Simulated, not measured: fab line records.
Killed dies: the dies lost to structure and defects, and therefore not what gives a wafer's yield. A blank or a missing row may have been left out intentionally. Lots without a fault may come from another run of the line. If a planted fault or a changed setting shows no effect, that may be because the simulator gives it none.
fab line records || flow n5_finfet
record {"lots": 6, "wafers": 18, "last_day": 17}
route steps=1938 shown START@1 ZERO_LAYER@2 BEOL_M4@1111 PASSIVATION@1936
lots untouched by any fault: they come from a run of this same line in which no faults occurred
start_h: the number of hours between the record's first day and the start of the first shown wafer of the lot || wait_h: hours elapsed since this lot's preceding step || " same as the row above || L1.1+2: one row covering several wafers at once || - no value, or no start given || * or withheld: withheld || < > ~ a bound
route shown NAME@n: names a module that has steps shown in the file, with the first one's number in the route || usual: average and standard deviation across the fault-free wafers || same: alike in all rows || chamber/n: place in a boat || sites: readings site by site || _std_site: their standard deviation || _edge_site: outer sites' mean less inner sites' || radius_mm: for every site, how far away it sits from the centre of the wafer || mask NAME#n: copy n || behind: the most recent tool/chamber to have shaped the wafer || hold: why the lot went on hold/how many hours it stayed there/how the hold came to an end || device: which transistor (n, p or np) failed to switch || end of line: the route-end tests of the same wafers || a step without rows: its recipe alone || killed: at the first sort, the dies lost to defects and structure; wafer yield is something else || map: a wafer's dies, x killed, . not, _ none there
set.NAME: the setting as run; set.NAME@STEP: as run at that earlier step || model.NAME: the simulator's own value behind a step, which no gauge read
certain route steps with their lots: each step a table, each wafer a row
services: when a tool's chamber went out of use (start_h, in hours from the record's first day, below 0 if earlier), for how many hours, and the reason
## steps
# step N5_START_INSPECT_01
# recipe {"inspect_instrument": "unpatterned_scan", "mode": "incoming"}
# usual {"raw_defect_count": "5.9/2.3"}
{"lot.wafer": "L589.1", "tool": "defect_inspect-01", "chamber": "-", "start_h": 18.03, "wait_h": "-", "raw_defect_count": 9}
{"lot.wafer": "L589.5", "tool": "defect_inspect-01", "chamber": "-", "start_h": 18.03, "wait_h": "-", "raw_defect_count": 4}
{"lot.wafer": "L589.6", "tool": "defect_inspect-01", "chamber": "-", "start_h": 18.03, "wait_h": "-", "raw_defect_count": 8}
{"lot.wafer": "L591.1", "tool": "defect_inspect-01", "chamber": "-", "start_h": 30.03, "wait_h": "-", "raw_defect_count": 8}
{"lot.wafer": "L591.2", "tool": "defect_inspect-01", "chamber": "-", "start_h": 30.03, "wait_h": "-", "raw_defect_count": 5}
{"lot.wafer": "L591.6", "tool": "defect_inspect-01", "chamber": "-", "start_h": 30.03, "wait_h": "-", "raw_defect_count": 5}
{"lot.wafer": "L601.1", "tool": "defect_inspect-02", "chamber": "-", "start_h": 90.03, "wait_h": "-", "raw_defect_count": 8}
{"lot.wafer": "L601.2", "tool": "defect_inspect-02", "chamber": "-", "start_h": 90.03, "wait_h": "-", "raw_defect_count": 8}
{"lot.wafer": "L601.3", "tool": "defect_inspect-02", "chamber": "-", "start_h": 90.03, "wait_h": "-", "raw_defect_count": 4}
{"lot.wafer": "L602.3", "tool": "defect_inspect-02", "chamber": "-", "start_h": 96.03, "wait_h": "-", "raw_defect_count": 6}
{"lot.wafer": "L602.4", "tool": "defect_inspect-02", "chamber": "-", "start_h": 96.03, "wait_h": "-", "raw_defect_count": 11}
{"lot.wafer": "L602.5", "tool": "defect_inspect-02", "chamber": "-", "start_h": 96.03, "wait_h": "-", "raw_defect_count": 2}
{"lot.wafer": "L609.1", "tool": "defect_inspect-01", "chamber": "-", "start_h": 138.03, "wait_h": "-", "raw_defect_count": 9}
{"lot.wafer": "L609.2", "tool": "defect_inspect-01", "chamber": "-", "start_h": 138.03, "wait_h": "-", "raw_defect_count": 4}
{"lot.wafer": "L609.4", "tool": "defect_inspect-01", "chamber": "-", "start_h": 138.03, "wait_h": "-", "raw_defect_count": 4}
{"lot.wafer": "L610.2", "tool": "defect_inspect-02", "chamber": "-", "start_h": 144.04, "wait_h": "-", "raw_defect_count": 4}
{"lot.wafer": "L610.4", "tool": "defect_inspect-02", "chamber": "-", "start_h": 144.04, "wait_h": "-", "raw_defect_count": 13}
{"lot.wafer": "L610.6", "tool": "defect_inspect-02", "chamber": "-", "start_h": 144.04, "wait_h": "-", "raw_defect_count": 10}
# step N5_ZERO_LAYER_PRECLEAN_00
# recipe {"chemistry": "SPM", "time_s": 600, "temp_c": 120, "mix": "4:1"}
# step N5_ZERO_LAYER_SRD_01
# recipe {"time_s": 30, "temp_c": 23, "rinse_liquid": "diw", "dry": "n2_spin", "spin_rpm": 1500, "dry_time_s": 30}
# step N5_ZERO_LAYER_PECVD_02
# recipe {"material": "SiO2", "target_thk_a": 100, "temp_c": 400, "precursor": "SiH4/N2O", "pressure_torr": 0.75, "rf_w": 275, "time_s": 6}
# usual {"heater_power_w": "863/120", "showerhead_plenum_p_Torr": "8.27/0.2"}
{"lot.wafer": "L589.1", "tool": "pecvd-02", "chamber": 2, "start_h": 18.28, "wait_h": 0.0, "heater_power_w": 869, "showerhead_plenum_p_Torr": 8.23, "model.SiO2_of_ZERO_LAYER_PECVD_02.thk_nm": 9.931}
{"lot.wafer": "L589.5", "tool": "pecvd-02", "chamber": 0, "start_h": 18.28, "wait_h": 0.0, "heater_power_w": 892, "showerhead_plenum_p_Torr": 8.35, "model.SiO2_of_ZERO_LAYER_PECVD_02.thk_nm": 9.955}
{"lot.wafer": "L589.6", "tool": "pecvd-02", "chamber": 2, "start_h": 18.28, "wait_h": 0.0, "heater_power_w": 864, "showerhead_plenum_p_Torr": 8.21, "model.SiO2_of_ZERO_LAYER_PECVD_02.thk_nm": 10.46}
{"lot.wafer": "L591.1", "tool": "pecvd-01", "chamber": 1, "start_h": 30.28, "wait_h": 0.0, "heater_power_w": 970, "showerhead_plenum_p_Torr": 8.46, "model.SiO2_of_ZERO_LAYER_PECVD_02.thk_nm": 9.8}
{"lot.wafer": "L591.2", "tool": "pecvd-01", "chamber": 2, "start_h": 30.28, "wait_h": 0.0, "heater_power_w": 1035, "showerhead_plenum_p_Torr": 8.20, "model.SiO2_of_ZERO_LAYER_PECVD_02.thk_nm": 9.71}
{"lot.wafer": "L591.6", "tool": "pecvd-01", "chamber": 0, "start_h": 30.28, "wait_h": 0.0, "heater_power_w": 739, "showerhead_plenum_p_Torr": 8.47, "model.SiO2_of_ZERO_LAYER_PECVD_02.thk_nm": 10.02}
{"lot.wafer": "L601.1", "tool": "pecvd-01", "chamber": 0, "start_h": 90.29, "wait_h": 0.0, "heater_power_w": 764, "showerhead_plenum_p_Torr": 8.46, "model.SiO2_of_ZERO_LAYER_PECVD_02.thk_nm": 9.089}
{"lot.wafer": "L601.2", "tool": "pecvd-01", "chamber": 2, "start_h": 90.29, "wait_h": 0.0, "heater_power_w": 964, "showerhead_plenum_p_Torr": 8.17, "model.SiO2_of_ZERO_LAYER_PECVD_02.thk_nm": 9.678}
{"lot.wafer": "L601.3", "tool": "pecvd-01", "chamber": 1, "start_h": 90.29, "wait_h": 0.0, "heater_power_w": 969, "showerhead_plenum_p_Torr": 8.43, "model.SiO2_of_ZERO_LAYER_PECVD_02.thk_nm": 9.859}
{"lot.wafer": "L602.3", "tool": "pecvd-01", "chamber": 0, "start_h": 96.47, "wait_h": 0.0, "heater_power_w": 767, "showerhead_plenum_p_Torr": 8.47, "model.SiO2_of_ZERO_LAYER_PECVD_02.thk_nm": 9.861}
{"lot.wafer": "L602.4", "tool": "pecvd-01", "chamber": 0, "start_h": 96.47, "wait_h": 0.0, "heater_power_w": 773, "showerhead_plenum_p_Torr": 8.45, "model.SiO2_of_ZERO_LAYER_PECVD_02.thk_nm": 10.09}
{"lot.wafer": "L602.5", "tool": "pecvd-01", "chamber": 2, "start_h": 96.47, "wait_h": 0.0, "heater_power_w": 1081, "showerhead_plenum_p_Torr": 8.19, "model.SiO2_of_ZERO_LAYER_PECVD_02.thk_nm": 8.952}
{"lot.wafer": "L609.1", "tool": "pecvd-02", "chamber": 0, "start_h": 138.29, "wait_h": 0.0, "heater_power_w": 769, "showerhead_plenum_p_Torr": 8.37, "model.SiO2_of_ZERO_LAYER_PECVD_02.thk_nm": 10.1}
{"lot.wafer": "L609.2", "tool": "pecvd-02", "chamber": 1, "start_h": 138.29, "wait_h": 0.0, "heater_power_w": 866, "showerhead_plenum_p_Torr": 7.84, "model.SiO2_of_ZERO_LAYER_PECVD_02.thk_nm": 10.15}
{"lot.wafer": "L609.4", "tool": "pecvd-02", "chamber": 1, "start_h": 138.29, "wait_h": 0.0, "heater_power_w": 845, "showerhead_plenum_p_Torr": 7.84, "model.SiO2_of_ZERO_LAYER_PECVD_02.thk_nm": 10.24}
{"lot.wafer": "L610.2", "tool": "pecvd-02", "chamber": 2, "start_h": 144.28, "wait_h": 0.0, "heater_power_w": 748, "showerhead_plenum_p_Torr": 8.22, "model.SiO2_of_ZERO_LAYER_PECVD_02.thk_nm": 10.09}
{"lot.wafer": "L610.4", "tool": "pecvd-02", "chamber": 2, "start_h": 144.28, "wait_h": 0.0, "heater_power_w": 762, "showerhead_plenum_p_Torr": 8.23, "model.SiO2_of_ZERO_LAYER_PECVD_02.thk_nm": 10.23}
{"lot.wafer": "L610.6", "tool": "pecvd-02", "chamber": 1, "start_h": 144.28, "wait_h": 0.0, "heater_power_w": 731, "showerhead_plenum_p_Torr": 7.84, "model.SiO2_of_ZERO_LAYER_PECVD_02.thk_nm": 10.3}
# step N5_ZERO_LAYER_HMDS_04
# recipe {"time_s": 60, "temp_c": 120}
# step N5_BEOL_M4_RC_MEAS_101
# usual {"DIBL_N": "36.1/1.6", "DIBL_P": "36.6/1.9", "IOFF_N": "0.160/0.026", "IOFF_P": "0.210/0.028", "ION_N": "677/10", "ION_P": "464/6.9", "SS_N": "71.4/0.56", "SS_P": "73.3/0.61", "VT_N": "249.1/2.6", "VT_P": "-250/3.3"}
{"lot.wafer": "L589.1", "tool": "prober-01", "chamber": 0, "start_h": 186.65, "wait_h": 0.0, "DIBL_N[mV/V]": 35.2, "DIBL_P[mV/V]": 33.4, "IOFF_N[nA/um]": 0.119, "IOFF_P[nA/um]": 0.168, "ION_N[uA/um]": 650, "ION_P[uA/um]": 449, "SS_N[mV/dec]": 71.2, "SS_P[mV/dec]": 73.2, "VT_N[mV]": 254.1, "VT_P[mV]": -255}
{"lot.wafer": "L589.5", "tool": "prober-01", "chamber": 0, "start_h": 186.65, "wait_h": 0.0, "DIBL_N[mV/V]": 36.1, "DIBL_P[mV/V]": 36.1, "IOFF_N[nA/um]": 0.137, "IOFF_P[nA/um]": 0.200, "ION_N[uA/um]": 663, "ION_P[uA/um]": 462, "SS_N[mV/dec]": 71.7, "SS_P[mV/dec]": 73.8, "VT_N[mV]": 252.2, "VT_P[mV]": -253}
{"lot.wafer": "L589.6", "tool": "prober-01", "chamber": 0, "start_h": 186.65, "wait_h": 0.0, "DIBL_N[mV/V]": 34.8, "DIBL_P[mV/V]": 33.5, "IOFF_N[nA/um]": 0.116, "IOFF_P[nA/um]": 0.166, "ION_N[uA/um]": 672, "ION_P[uA/um]": 459, "SS_N[mV/dec]": 71.1, "SS_P[mV/dec]": 73.0, "VT_N[mV]": 254.5, "VT_P[mV]": -253}
{"lot.wafer": "L591.1", "tool": "prober-02", "chamber": 0, "start_h": 200.46, "wait_h": 0.0, "DIBL_N[mV/V]": 34.5, "DIBL_P[mV/V]": 35.0, "IOFF_N[nA/um]": 0.163, "IOFF_P[nA/um]": 0.213, "ION_N[uA/um]": 683, "ION_P[uA/um]": 477, "SS_N[mV/dec]": 70.9, "SS_P[mV/dec]": 72.9, "VT_N[mV]": 247.9, "VT_P[mV]": -247}
{"lot.wafer": "L591.2", "tool": "prober-02", "chamber": 0, "start_h": 200.46, "wait_h": 0.0, "DIBL_N[mV/V]": 37.0, "DIBL_P[mV/V]": 38.2, "IOFF_N[nA/um]": 0.209, "IOFF_P[nA/um]": 0.258, "ION_N[uA/um]": 683, "ION_P[uA/um]": 471, "SS_N[mV/dec]": 71.7, "SS_P[mV/dec]": 73.3, "VT_N[mV]": 245.0, "VT_P[mV]": -247}
{"lot.wafer": "L591.6", "tool": "prober-02", "chamber": 0, "start_h": 200.46, "wait_h": 0.0, "DIBL_N[mV/V]": 36.5, "DIBL_P[mV/V]": 37.5, "IOFF_N[nA/um]": 0.191, "IOFF_P[nA/um]": 0.249, "ION_N[uA/um]": 678, "ION_P[uA/um]": 474, "SS_N[mV/dec]": 71.8, "SS_P[mV/dec]": 72.5, "VT_N[mV]": 245.4, "VT_P[mV]": -247}
{"lot.wafer": "L601.1", "tool": "prober-01", "chamber": 0, "start_h": 261.96, "wait_h": 0.0, "DIBL_N[mV/V]": 35.4, "DIBL_P[mV/V]": 35.7, "IOFF_N[nA/um]": 0.159, "IOFF_P[nA/um]": 0.177, "ION_N[uA/um]": 688, "ION_P[uA/um]": 458, "SS_N[mV/dec]": 71.5, "SS_P[mV/dec]": 72.9, "VT_N[mV]": 247.9, "VT_P[mV]": -256}
{"lot.wafer": "L601.2", "tool": "prober-01", "chamber": 0, "start_h": 261.96, "wait_h": 0.0, "DIBL_N[mV/V]": 38.3, "DIBL_P[mV/V]": 39.4, "IOFF_N[nA/um]": 0.203, "IOFF_P[nA/um]": 0.229, "ION_N[uA/um]": 686, "ION_P[uA/um]": 460, "SS_N[mV/dec]": 71.8, "SS_P[mV/dec]": 74.7, "VT_N[mV]": 246.4, "VT_P[mV]": -250}
{"lot.wafer": "L601.3", "tool": "prober-01", "chamber": 0, "start_h": 261.96, "wait_h": 0.0, "DIBL_N[mV/V]": 34.9, "DIBL_P[mV/V]": 35.5, "IOFF_N[nA/um]": 0.138, "IOFF_P[nA/um]": 0.171, "ION_N[uA/um]": 673, "ION_P[uA/um]": 456, "SS_N[mV/dec]": 71.3, "SS_P[mV/dec]": 73.5, "VT_N[mV]": 251.9, "VT_P[mV]": -254}
{"lot.wafer": "L602.3", "tool": "prober-02", "chamber": 0, "start_h": 262.79, "wait_h": 0.3, "DIBL_N[mV/V]": 36.9, "DIBL_P[mV/V]": 36.2, "IOFF_N[nA/um]": 0.176, "IOFF_P[nA/um]": 0.242, "ION_N[uA/um]": 684, "ION_P[uA/um]": 472, "SS_N[mV/dec]": 71.2, "SS_P[mV/dec]": 73.8, "VT_N[mV]": 245.4, "VT_P[mV]": -244}
{"lot.wafer": "L602.4", "tool": "prober-02", "chamber": 0, "start_h": 262.79, "wait_h": 0.3, "DIBL_N[mV/V]": 37.8, "DIBL_P[mV/V]": 37.0, "IOFF_N[nA/um]": 0.184, "IOFF_P[nA/um]": 0.249, "ION_N[uA/um]": 697, "ION_P[uA/um]": 480, "SS_N[mV/dec]": 71.1, "SS_P[mV/dec]": 73.4, "VT_N[mV]": 247.3, "VT_P[mV]": -246}
{"lot.wafer": "L602.5", "tool": "prober-02", "chamber": 0, "start_h": 262.79, "wait_h": 0.3, "DIBL_N[mV/V]": 35.6, "DIBL_P[mV/V]": 34.0, "IOFF_N[nA/um]": 0.147, "IOFF_P[nA/um]": 0.206, "ION_N[uA/um]": 665, "ION_P[uA/um]": 463, "SS_N[mV/dec]": 70.5, "SS_P[mV/dec]": 73.1, "VT_N[mV]": 249.7, "VT_P[mV]": -248}
{"lot.wafer": "L610.2", "tool": "prober-02", "chamber": 0, "start_h": 295.88, "wait_h": 0.2, "DIBL_N[mV/V]": 38.9, "DIBL_P[mV/V]": 38.6, "IOFF_N[nA/um]": 0.187, "IOFF_P[nA/um]": 0.274, "ION_N[uA/um]": 685, "ION_P[uA/um]": 468, "SS_N[mV/dec]": 72.2, "SS_P[mV/dec]": 74.3, "VT_N[mV]": 246.1, "VT_P[mV]": -245}
{"lot.wafer": "L610.4", "tool": "prober-02", "chamber": 0, "start_h": 295.88, "wait_h": 0.2, "DIBL_N[mV/V]": 37.3, "DIBL_P[mV/V]": 35.3, "IOFF_N[nA/um]": 0.154, "IOFF_P[nA/um]": 0.229, "ION_N[uA/um]": 667, "ION_P[uA/um]": 465, "SS_N[mV/dec]": 71.5, "SS_P[mV/dec]": 72.6, "VT_N[mV]": 250.8, "VT_P[mV]": -246}
{"lot.wafer": "L610.6", "tool": "prober-02", "chamber": 0, "start_h": 295.88, "wait_h": 0.2, "DIBL_N[mV/V]": 35.5, "DIBL_P[mV/V]": 33.3, "IOFF_N[nA/um]": 0.126, "IOFF_P[nA/um]": 0.190, "ION_N[uA/um]": 651, "ION_P[uA/um]": 456, "SS_N[mV/dec]": 71.3, "SS_P[mV/dec]": 73.8, "VT_N[mV]": 252.3, "VT_P[mV]": -251}
{"lot.wafer": "L609.1", "tool": "prober-02", "chamber": 0, "start_h": 311.35, "wait_h": 0.0, "DIBL_N[mV/V]": 37.8, "DIBL_P[mV/V]": 39.2, "IOFF_N[nA/um]": 0.182, "IOFF_P[nA/um]": 0.216, "ION_N[uA/um]": 670, "ION_P[uA/um]": 453, "SS_N[mV/dec]": 72.1, "SS_P[mV/dec]": 73.5, "VT_N[mV]": 248.5, "VT_P[mV]": -251}
{"lot.wafer": "L609.2", "tool": "prober-02", "chamber": 0, "start_h": 311.35, "wait_h": 0.0, "DIBL_N[mV/V]": 37.1, "DIBL_P[mV/V]": 39.2, "IOFF_N[nA/um]": 0.173, "IOFF_P[nA/um]": 0.221, "ION_N[uA/um]": 677, "ION_P[uA/um]": 462, "SS_N[mV/dec]": 71.7, "SS_P[mV/dec]": 73.9, "VT_N[mV]": 248.9, "VT_P[mV]": -251}
{"lot.wafer": "L609.4", "tool": "prober-02", "chamber": 0, "start_h": 311.35, "wait_h": 0.0, "DIBL_N[mV/V]": 35.4, "DIBL_P[mV/V]": 36.1, "IOFF_N[nA/um]": 0.144, "IOFF_P[nA/um]": 0.183, "ION_N[uA/um]": 676, "ION_P[uA/um]": 456, "SS_N[mV/dec]": 70.4, "SS_P[mV/dec]": 73.1, "VT_N[mV]": 249.8, "VT_P[mV]": -253}
# step N5_PASSIVATION_PROBE_49
# usual {"defect_limited_yield": "91.3/1.5", "killed_at_M0_to_M3": "34/10", "killed_at_M4_up": "13/4.9", "killed_at_contacts": "13/6.1", "killed_at_front_end": "39/13", "killed_at_other": "4.1/2.7", "killed_dies": "103/18", "killed_open": "68/13", "killed_short": "32/7.6", "sort_bin_5_function": "5.2/1", "sort_bin_6_memory": "3.2/0.75", "sort_n_pass": "1077/18", "sort_yield_pct": "91.3/1.5"}
# same {"gross_dies": 1180, "killed_at_back_side": 0, "sort_bin_4_leakage[%]": 0, "sort_bin_8_speed[%]": 0}
{"lot.wafer": "L589.1", "tool": "prober-02", "chamber": "-", "start_h": 278.85, "wait_h": 0.9, "defect_limited_yield[%]": 92.9, "killed_at_M0_to_M3": 26, "killed_at_M4_up": 13, "killed_at_contacts": 17, "killed_at_front_end": 24, "killed_at_other": 4, "killed_dies": 84, "killed_open": 57, "killed_short": 25, "sort_bin_5_function[%]": 4.4, "sort_bin_6_memory[%]": 2.5, "sort_n_pass": 1096, "sort_yield_pct[%]": 92.9}
{"lot.wafer": "L589.5", "tool": "prober-02", "chamber": "-", "start_h": 279.05, "wait_h": 1.1, "defect_limited_yield[%]": 91.3, "killed_at_M0_to_M3": 40, "killed_at_M4_up": 11, "killed_at_contacts": 7, "killed_at_front_end": 41, "killed_at_other": 4, "killed_dies": 103, "killed_open": 71, "killed_short": 25, "sort_bin_5_function[%]": 5.0, "sort_bin_6_memory[%]": 3.4, "sort_n_pass": 1077, "sort_yield_pct[%]": 91.3}
{"lot.wafer": "L589.6", "tool": "prober-02", "chamber": "-", "start_h": 279.10, "wait_h": 1.2, "defect_limited_yield[%]": 91.7, "killed_at_M0_to_M3": 42, "killed_at_M4_up": 6, "killed_at_contacts": 7, "killed_at_front_end": 41, "killed_at_other": 2, "killed_dies": 98, "killed_open": 67, "killed_short": 28, "sort_bin_5_function[%]": 5.3, "sort_bin_6_memory[%]": 2.9, "sort_n_pass": 1082, "sort_yield_pct[%]": 91.7}
{"lot.wafer": "L601.1", "tool": "prober-02", "chamber": "-", "start_h": 367.36, "wait_h": 0.0, "defect_limited_yield[%]": 90.4, "killed_at_M0_to_M3": 45, "killed_at_M4_up": 9, "killed_at_contacts": 9, "killed_at_front_end": 47, "killed_at_other": 3, "killed_dies": 113, "killed_open": 78, "killed_short": 31, "sort_bin_5_function[%]": 5.3, "sort_bin_6_memory[%]": 3.9, "sort_n_pass": 1067, "sort_yield_pct[%]": 90.4}
{"lot.wafer": "L601.2", "tool": "prober-02", "chamber": "-", "start_h": 367.41, "wait_h": 0.1, "defect_limited_yield[%]": 91.2, "killed_at_M0_to_M3": 36, "killed_at_M4_up": 17, "killed_at_contacts": 7, "killed_at_front_end": 41, "killed_at_other": 3, "killed_dies": 104, "killed_open": 82, "killed_short": 20, "sort_bin_5_function[%]": 5.6, "sort_bin_6_memory[%]": 3.1, "sort_n_pass": 1076, "sort_yield_pct[%]": 91.2}
{"lot.wafer": "L601.3", "tool": "prober-02", "chamber": "-", "start_h": 367.46, "wait_h": 0.1, "defect_limited_yield[%]": 90.1, "killed_at_M0_to_M3": 43, "killed_at_M4_up": 20, "killed_at_contacts": 9, "killed_at_front_end": 42, "killed_at_other": 3, "killed_dies": 117, "killed_open": 81, "killed_short": 32, "sort_bin_5_function[%]": 6.5, "sort_bin_6_memory[%]": 3.4, "sort_n_pass": 1063, "sort_yield_pct[%]": 90.1}
{"lot.wafer": "L602.3", "tool": "prober-02", "chamber": "-", "start_h": 378.66, "wait_h": 0.1, "defect_limited_yield[%]": 90.2, "killed_at_M0_to_M3": 58, "killed_at_M4_up": 11, "killed_at_contacts": 6, "killed_at_front_end": 38, "killed_at_other": 3, "killed_dies": 116, "killed_open": 73, "killed_short": 40, "sort_bin_5_function[%]": 5.3, "sort_bin_6_memory[%]": 4.2, "sort_n_pass": 1064, "sort_yield_pct[%]": 90.2}
{"lot.wafer": "L602.4", "tool": "prober-02", "chamber": "-", "start_h": 378.71, "wait_h": 0.2, "defect_limited_yield[%]": 90.8, "killed_at_M0_to_M3": 46, "killed_at_M4_up": 12, "killed_at_contacts": 14, "killed_at_front_end": 31, "killed_at_other": 5, "killed_dies": 108, "killed_open": 72, "killed_short": 34, "sort_bin_5_function[%]": 5.1, "sort_bin_6_memory[%]": 3.8, "sort_n_pass": 1072, "sort_yield_pct[%]": 90.8}
{"lot.wafer": "L602.5", "tool": "prober-02", "chamber": "-", "start_h": 378.76, "wait_h": 0.2, "defect_limited_yield[%]": 91.8, "killed_at_M0_to_M3": 43, "killed_at_M4_up": 10, "killed_at_contacts": 7, "killed_at_front_end": 31, "killed_at_other": 6, "killed_dies": 97, "killed_open": 57, "killed_short": 37, "sort_bin_5_function[%]": 4.4, "sort_bin_6_memory[%]": 3.4, "sort_n_pass": 1083, "sort_yield_pct[%]": 91.8}
# killed by level:class
L589.1 MOL_CONTACT_COAG:geometric_particle:open=14 BEOL_M3:geometric_particle:open=11 FIN_SAQP:geometric_particle:short=8 BEOL_M4:geometric_particle:open=5 DUMMY_GATE:geometric_particle:open=4 BEOL_M2:geometric_particle:open=4 BEOL_M3:geometric_particle:short=4 FIN_SAQP:geometric_particle:open=3
L589.5 BEOL_M2:geometric_particle:open=15 BEOL_M3:geometric_particle:open=13 FIN_SAQP:geometric_particle:open=10 FIN_SAQP:geometric_particle:short=8 STI_FIN_REVEAL:geometric_particle:open=6 BEOL_M4:geometric_particle:open=5 MOL_CONTACT_COAG:geometric_particle:open=4 BEOL_M3:geometric_particle:short=3
L589.6 STI_FIN_REVEAL:geometric_particle:open=12 BEOL_M3:geometric_particle:open=12 BEOL_M1:geometric_particle:open=8 BEOL_M0_SAQP:geometric_particle:open=7 FIN_SAQP:geometric_particle:open=6 FIN_SAQP:geometric_particle:short=6 GATE_CUT:geometric_particle:short=6 MOL_CONTACT_COAG:geometric_particle:open=6
L601.1 STI_FIN_REVEAL:geometric_particle:open=16 BEOL_M0_SAQP:geometric_particle:open=10 FIN_SAQP:geometric_particle:open=9 BEOL_M1:geometric_particle:open=8 BEOL_M2:geometric_particle:open=8 FIN_SAQP:geometric_particle:short=7 MOL_CONTACT_COAG:geometric_particle:open=7 BEOL_M0_SAQP:geometric_particle:short=4
L601.2 STI_FIN_REVEAL:geometric_particle:open=17 MOL_CONTACT_COAG:geometric_particle:open=7 BEOL_M0:geometric_particle:open=7 BEOL_M2:geometric_particle:open=7 STARTING-WAFER:geometric_particle:short=7 BEOL_M0_SAQP:geometric_particle:open=6 BEOL_M1:geometric_particle:open=6 FIN_SAQP:geometric_particle:open=5
L601.3 STI_FIN_REVEAL:geometric_particle:open=18 BEOL_M4:geometric_particle:open=9 FIN_SAQP:geometric_particle:short=8 MOL_CONTACT_COAG:geometric_particle:open=7 BEOL_M0_SAQP:geometric_particle:short=7 BEOL_M0:geometric_particle:open=7 BEOL_M0_SAQP:geometric_particle:open=6 BEOL_M1:geometric_particle:short=6
L602.3 BEOL_M0_SAQP:geometric_particle:open=14 BEOL_M0_SAQP:geometric_particle:short=10 BEOL_M1:geometric_particle:open=9 FIN_SAQP:geometric_particle:short=6 FIN_SAQP:geometric_particle:open=6 STI_FIN_REVEAL:geometric_particle:open=6 BEOL_M2:geometric_particle:open=6 BEOL_M3:geometric_particle:open=6
L602.4 BEOL_M1:geometric_particle:open=10 MOL_CONTACT_COAG:geometric_particle:open=9 FIN_SAQP:geometric_particle:open=8 BEOL_M0_SAQP:geometric_particle:short=8 BEOL_M0:geometric_particle:open=8 FIN_SAQP:geometric_particle:short=7 BEOL_M4:geometric_particle:open=7 BEOL_M0_SAQP:geometric_particle:open=6
L602.5 STI_FIN_REVEAL:geometric_particle:open=17 BEOL_M1:geometric_particle:short=9 BEOL_M1:geometric_particle:open=8 BEOL_M2:geometric_particle:open=8 BEOL_M2:geometric_particle:short=6 BEOL_M4:geometric_particle:open=6 MOL_CONTACT_COAG:geometric_particle:short=5 BEOL_M0_SAQP:geometric_particle:short=5
## services
{"tool": "pecvd-01", "chamber": 1, "start_h": -4.02, "hours": 2.1, "kind": "scheduled_down"}
{"tool": "pecvd-01", "chamber": 2, "start_h": 10.21, "hours": 2.1, "kind": "scheduled_down"}
{"tool": "pecvd-02", "chamber": 1, "start_h": 90.95, "hours": 5.5, "kind": "scheduled_down"}
{"tool": "pecvd-01", "chamber": "-", "start_h": 104.10, "hours": 0.7, "kind": "repair"}
{"tool": "pecvd-01", "chamber": 0, "start_h": 107.29, "hours": 2.1, "kind": "scheduled_down"}
{"tool": "pecvd-01", "chamber": "-", "start_h": 119.51, "hours": 1.3, "kind": "repair"}
## key
first_sign none at tools or gauges
model_effect {"step": "N5_ZERO_LAYER_PECVD_02", "value": "SiO2_of_ZERO_LAYER_PECVD_02.thk_nm", "without": 9.979, "struck": 9.02}
met_at N5_ZERO_LAYER_PECVD_02
struck_wafers L601.1,L602.5
onset_between 30.28 90.29
fault {"kind": "process_parameter_drift", "tool": "pecvd-01", "chamber": "-", "onset_h": 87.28, "steps": "N5_ZERO_LAYER_PECVD_02", "channel": "time_s", "offset": "*", "shape": "step", "end_h": 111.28, "scope": "struck_wafers_only", "acts_in": "*", "stated": "*"}
